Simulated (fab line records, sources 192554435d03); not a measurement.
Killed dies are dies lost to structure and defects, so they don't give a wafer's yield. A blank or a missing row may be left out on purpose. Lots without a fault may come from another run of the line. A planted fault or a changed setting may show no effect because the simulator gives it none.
Chamber matching | flow n5_finfet | N5_BEOL_M0_SAQP_ETCH_83 on rie_diel-01: 4 sister chambers
The step etches SiARC in CF4, target depth 39 nm, time 65 s. 22 wafers are shown with their chamber, then 10 later ones without.

WAFERS WITH THEIR CHAMBER
wafer  | chamber | drypump_motor_current_A (A) | showerhead_plenum_p_Torr (Torr) | throttle_valve_pct (%)
L403.1 | 2       | 5.3                         | 2.13                            | 15.58
L403.4 | 3       | 5.8                         | 2.22                            | 15.40
L403.6 | 0       | 6.1                         | 2.19                            | 15.97
L404.2 | 2       | 5.3                         | 2.13                            | 15.60
L404.3 | 3       | 5.8                         | 2.22                            | 15.42
L404.5 | 2       | 5.3                         | 2.13                            | 15.59
L405.2 | 1       | 5.9                         | 2.20                            | 16.00
L405.4 | 2       | 5.3                         | 2.13                            | 15.60
L405.5 | 0       | 6.1                         | 2.19                            | 15.96
L406.2 | 2       | 5.3                         | 2.12                            | 15.62
L406.5 | 3       | 5.8                         | 2.22                            | 15.43
L406.6 | 1       | 6.0                         | 2.20                            | 16.00
L415.1 | 3       | 5.8                         | 2.21                            | 15.47
L415.3 | 2       | 5.3                         | 2.12                            | 15.63
L417.1 | 3       | 5.7                         | 2.21                            | 15.45
L417.2 | 2       | 5.3                         | 2.12                            | 15.65
L417.3 | 0       | 6.1                         | 2.18                            | 15.52
L419.1 | 0       | 6.1                         | 2.18                            | 15.51
L419.2 | 1       | 5.9                         | 2.19                            | 16.05
L419.6 | 1       | 6.0                         | 2.19                            | 16.04
L420.4 | 2       | 5.3                         | 2.12                            | 15.67
L420.5 | 1       | 5.9                         | 2.19                            | 16.05

SIGNATURES (means of the wafers above)
reading                  | chamber 0 | chamber 1 | chamber 2 | chamber 3 | scatter within a chamber
drypump_motor_current_A  | 6.100     | 5.940     | 5.300     | 5.780     | 0.0333
showerhead_plenum_p_Torr | 2.1850    | 2.1940    | 2.1250    | 2.2160    | 0.00548
throttle_valve_pct       | 15.7400   | 16.0280   | 15.6175   | 15.4340   | 0.109
Rule: a wafer's distance from a chamber is the root of the sum, over the readings, of the square of ((its reading less the chamber's mean) divided by the reading's scatter). The wafer belongs to the nearest chamber; if the next one is less than 2 further off, it can't be placed. The scatter: the root of (the sum of the squares of (reading less its chamber's mean) over the shown wafers, divided by (wafers less chambers)).

WAFERS WITHOUT THEIR CHAMBER
wafer  | drypump_motor_current_A (A) | showerhead_plenum_p_Torr (Torr) | throttle_valve_pct (%)
L420.6 | 6.1                         | 2.18                            | 15.50
L421.1 | 5.8                         | 2.21                            | 15.48
L421.5 | 5.9                         | 2.19                            | 16.06
L421.6 | 6.1                         | 2.18                            | 15.52
L422.3 | 6.1                         | 2.18                            | 15.53
L422.4 | 5.3                         | 2.11                            | 15.69
L422.6 | 6.1                         | 2.18                            | 15.53
L424.1 | 6.1                         | 2.18                            | 15.54
L424.4 | 6.1                         | 2.18                            | 15.53
L424.6 | 5.8                         | 2.21                            | 15.49

WHICH CHAMBER EACH WENT THROUGH
wafer  | from the rows above | in truth
L420.6 | 0                   | 0
L421.1 | 3                   | 3
L421.5 | 1                   | 1
L421.6 | 0                   | 0
L422.3 | 0                   | 0
L422.4 | 2                   | 2
L422.6 | 0                   | 0
L424.1 | 0                   | 0
L424.4 | 0                   | 0
L424.6 | 3                   | 3
Placed correctly: 10 of 10. Can't be placed from these rows: 0. Placed wrongly: 0.
